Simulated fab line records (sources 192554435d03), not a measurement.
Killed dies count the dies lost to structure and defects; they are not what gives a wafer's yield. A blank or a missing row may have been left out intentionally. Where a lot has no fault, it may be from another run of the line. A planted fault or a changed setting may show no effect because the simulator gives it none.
Chamber matching ; flow n5_finfet ; rie_si-04 running N5_DUMMY_GATE_ETCH_23: 4 sister chambers
The step etches poly-Si in HBr/Cl2/O2, target depth 41 nm, time 22.3 s. 16 wafers are shown with their chamber, then 8 later ones without.

## EACH WAFER AND ITS CHAMBER
wafer;chamber;drypump_motor_current_A (A);oes_product_au (a.u.)
L074.2;1;5.7;1.025
L074.3;0;6.2;0.982
L074.5;1;5.7;1.045
L075.1;1;5.7;1.034
L075.3;0;6.3;0.988
L075.5;2;6.7;0.968
L079.1;1;5.7;1.044
L079.2;2;6.7;0.957
L079.5;1;5.7;1.035
L086.2;3;5.9;1.016
L086.4;2;6.8;0.962
L086.6;2;6.7;0.958
L090.2;0;6.3;0.989
L090.3;2;6.7;0.968
L090.4;3;5.9;1.026
L091.3;0;6.2;0.988

SIGNATURES (means of the wafers above)
reading;chamber 0;chamber 1;chamber 2;chamber 3;scatter within a chamber
drypump_motor_current_A;6.250;5.700;6.720;5.900;0.0387
oes_product_au;0.98675;1.03660;0.96260;1.02100;0.0062
Rule: for each reading, subtract the chamber's mean from the wafer's reading, divide by that reading's scatter and square the result; add these up over the readings and take the root, which gives the wafer's distance from the chamber. The wafer belongs to the nearest chamber; if the next one is less than 2 further off, it can't be placed. The scatter: take each reading less its chamber's mean, square it, sum over the shown wafers, divide by the number of wafers less the number of chambers, and take the root.

## WAFERS WITHOUT THEIR CHAMBER
wafer;drypump_motor_current_A (A);oes_product_au (a.u.)
L091.4;5.9;1.010
L091.6;6.8;0.970
L096.1;5.7;1.047
L096.2;6.3;0.975
L096.6;6.7;0.968
L097.1;5.7;1.041
L097.3;5.9;1.033
L097.5;5.9;1.029

## CHAMBER TAKEN BY EACH
wafer;from the rows above;in truth
L091.4;3;3
L091.6;2;2
L096.1;1;1
L096.2;0;0
L096.6;2;2
L097.1;1;1
L097.3;3;3
L097.5;3;3
Correctly placed: 8 of 8. Left unplaced by these rows: 0. Placed wrongly: 0.
